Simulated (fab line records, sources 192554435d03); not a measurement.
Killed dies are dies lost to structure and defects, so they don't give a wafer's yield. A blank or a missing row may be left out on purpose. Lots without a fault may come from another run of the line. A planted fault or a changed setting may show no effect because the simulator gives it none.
Chamber matching | flow n5_finfet | N5_BEOL_M2_STRIP_19 on rie_diel-06: 4 sister chambers
The step strips in O2. 7 wafers are shown with their chamber, then 9 later ones without.

WAFERS WITH THEIR CHAMBER
wafer  | chamber | drypump_motor_current_A (A) | throttle_valve_pct (%)
L075.3 | 1       | 5.4                         | 16.35
L083.2 | 0       | 5.1                         | 17.04
L083.3 | 2       | 5.7                         | 16.40
L083.4 | 3       | 6.4                         | 16.64
L084.1 | 2       | 5.6                         | 16.39
L084.2 | 0       | 5.0                         | 17.04
L084.3 | 3       | 6.4                         | 16.67

WAFERS WITHOUT THEIR CHAMBER
wafer  | drypump_motor_current_A (A) | throttle_valve_pct (%)
L085.1 | 6.4                         | 16.64
L085.2 | 5.6                         | 16.40
L085.3 | 5.0                         | 17.05
L089.2 | 5.6                         | 16.41
L089.5 | 6.4                         | 16.67
L089.6 | 5.6                         | 16.42
L097.1 | 6.4                         | 16.71
L097.2 | 5.0                         | 16.61
L097.5 | 5.6                         | 16.45

WHICH CHAMBER EACH WENT THROUGH
wafer  | from the rows above     | in truth
L085.1 | 3                       | 3
L085.2 | 2                       | 2
L085.3 | 0                       | 0
L089.2 | 2                       | 2
L089.5 | 3                       | 3
L089.6 | 2                       | 2
L097.1 | 3                       | 3
L097.2 | can't be placed: 2 or 1 | 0
L097.5 | 2                       | 2
Placed correctly: 8 of 9. Can't be placed from these rows: 1 (the true chamber is among the candidates in 0). Placed wrongly: 0.
How it was worked out, from the rows above alone: a wafer's distance from a chamber is the root of the sum, over the readings, of the square of ((its reading less the chamber's mean) divided by the reading's scatter). The wafer belongs to the nearest chamber; if the next one is less than 2 further off, it can't be placed. A chamber's mean is the mean of its shown wafers. The scatter: the root of (the sum of the squares of (reading less its chamber's mean) over the shown wafers, divided by (wafers less chambers)).
